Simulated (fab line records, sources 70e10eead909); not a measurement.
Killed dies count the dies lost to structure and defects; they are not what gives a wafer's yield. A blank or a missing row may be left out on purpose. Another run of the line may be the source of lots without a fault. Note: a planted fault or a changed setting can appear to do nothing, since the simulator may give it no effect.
Matching of chambers || flow nand-harc || pecvd-03 running NHARC_P_M1_PRE_CLEAN_32: 3 sister chambers
The step time 12 s. 22 wafers are shown with their chamber, then 11 later ones without.

== WAFERS WITH THEIR CHAMBER ==
{"wafer": "L074.1", "chamber": 2, "heater-power-outer-w (W)": 365, "heater-power-w (W)": 665}
{"wafer": "L074.2", "chamber": 0, "heater-power-outer-w (W)": 402, "heater-power-w (W)": 715}
{"wafer": "L074.3", "chamber": 1, "heater-power-outer-w (W)": 449, "heater-power-w (W)": 726}
{"wafer": "L075.2", "chamber": 2, "heater-power-outer-w (W)": 341, "heater-power-w (W)": 604}
{"wafer": "L075.3", "chamber": 0, "heater-power-outer-w (W)": 382, "heater-power-w (W)": 712}
{"wafer": "L075.6", "chamber": 2, "heater-power-outer-w (W)": 345, "heater-power-w (W)": 601}
{"wafer": "L082.2", "chamber": 2, "heater-power-outer-w (W)": 366, "heater-power-w (W)": 622}
{"wafer": "L082.3", "chamber": 0, "heater-power-outer-w (W)": 397, "heater-power-w (W)": 701}
{"wafer": "L082.5", "chamber": 2, "heater-power-outer-w (W)": 372, "heater-power-w (W)": 633}
{"wafer": "L084.1", "chamber": 2, "heater-power-outer-w (W)": 347, "heater-power-w (W)": 608}
{"wafer": "L084.2", "chamber": 1, "heater-power-outer-w (W)": 395, "heater-power-w (W)": 684}
{"wafer": "L084.6", "chamber": 2, "heater-power-outer-w (W)": 347, "heater-power-w (W)": 609}
{"wafer": "L085.2", "chamber": 1, "heater-power-outer-w (W)": 432, "heater-power-w (W)": 726}
{"wafer": "L085.4", "chamber": 2, "heater-power-outer-w (W)": 315, "heater-power-w (W)": 570}
{"wafer": "L085.5", "chamber": 1, "heater-power-outer-w (W)": 440, "heater-power-w (W)": 738}
{"wafer": "L089.1", "chamber": 2, "heater-power-outer-w (W)": 296, "heater-power-w (W)": 522}
{"wafer": "L089.3", "chamber": 1, "heater-power-outer-w (W)": 496, "heater-power-w (W)": 831}
{"wafer": "L089.5", "chamber": 2, "heater-power-outer-w (W)": 288, "heater-power-w (W)": 541}
{"wafer": "L091.1", "chamber": 2, "heater-power-outer-w (W)": 369, "heater-power-w (W)": 642}
{"wafer": "L091.2", "chamber": 1, "heater-power-outer-w (W)": 396, "heater-power-w (W)": 670}
{"wafer": "L091.6", "chamber": 1, "heater-power-outer-w (W)": 402, "heater-power-w (W)": 687}
{"wafer": "L092.2", "chamber": 0, "heater-power-outer-w (W)": 370, "heater-power-w (W)": 668}

SIGNATURES (averages over the wafers above)
{"reading": "heater-power-outer-w", "chamber 0": 387.75, "chamber 1": 430.00, "chamber 2": 341.00, "scatter within a chamber": 30.1}
{"reading": "heater-power-w", "chamber 0": 699.00, "chamber 1": 723.14, "chamber 2": 601.55, "scatter within a chamber": 44.2}
Rule: for a wafer and a chamber, the distance is found by dividing, reading by reading, the gap between the wafer's reading and the chamber's mean by the reading's scatter, squaring, summing and taking the root. The wafer belongs to the nearest chamber; if the next one is less than 2 further off, it can't be placed. How the scatter is found: for the shown wafers, subtract from each reading the mean of its chamber, square and add these, divide the total by (wafers less chambers), then take the root.

== WAFERS WHOSE CHAMBER IS MISSING ==
{"wafer": "L092.5", "heater-power-outer-w (W)": 437, "heater-power-w (W)": 753}
{"wafer": "L092.6", "heater-power-outer-w (W)": 370, "heater-power-w (W)": 676}
{"wafer": "L093.1", "heater-power-outer-w (W)": 457, "heater-power-w (W)": 765}
{"wafer": "L093.4", "heater-power-outer-w (W)": 439, "heater-power-w (W)": 749}
{"wafer": "L093.5", "heater-power-outer-w (W)": 357, "heater-power-w (W)": 646}
{"wafer": "L095.2", "heater-power-outer-w (W)": 397, "heater-power-w (W)": 654}
{"wafer": "L095.3", "heater-power-outer-w (W)": 372, "heater-power-w (W)": 651}
{"wafer": "L095.6", "heater-power-outer-w (W)": 454, "heater-power-w (W)": 757}
{"wafer": "L096.4", "heater-power-outer-w (W)": 487, "heater-power-w (W)": 811}
{"wafer": "L096.5", "heater-power-outer-w (W)": 329, "heater-power-w (W)": 587}
{"wafer": "L096.6", "heater-power-outer-w (W)": 452, "heater-power-w (W)": 791}

== EACH ONE'S CHAMBER ==
{"wafer": "L092.5", "from the rows above": "can't be placed: 1 or 0", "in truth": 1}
{"wafer": "L092.6", "from the rows above": "can't be placed: 0 or 2 or 1", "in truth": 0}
{"wafer": "L093.1", "from the rows above": "can't be placed: 1 or 0", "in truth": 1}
{"wafer": "L093.4", "from the rows above": "can't be placed: 1 or 0", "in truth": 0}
{"wafer": "L093.5", "from the rows above": "can't be placed: 2 or 0 or 1", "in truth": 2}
{"wafer": "L095.2", "from the rows above": "can't be placed: 0 or 1 or 2", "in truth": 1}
{"wafer": "L095.3", "from the rows above": "can't be placed: 0 or 2 or 1", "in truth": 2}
{"wafer": "L095.6", "from the rows above": "can't be placed: 1 or 0", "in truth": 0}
{"wafer": "L096.4", "from the rows above": "can't be placed: 1 or 0", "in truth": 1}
{"wafer": "L096.5", "from the rows above": 2, "in truth": 2}
{"wafer": "L096.6", "from the rows above": "can't be placed: 1 or 0", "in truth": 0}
Placed correctly: 1 of 11. Cannot be placed on the basis of these rows: 10; the candidates contain the true chamber in 10. Wrongly placed: 0.
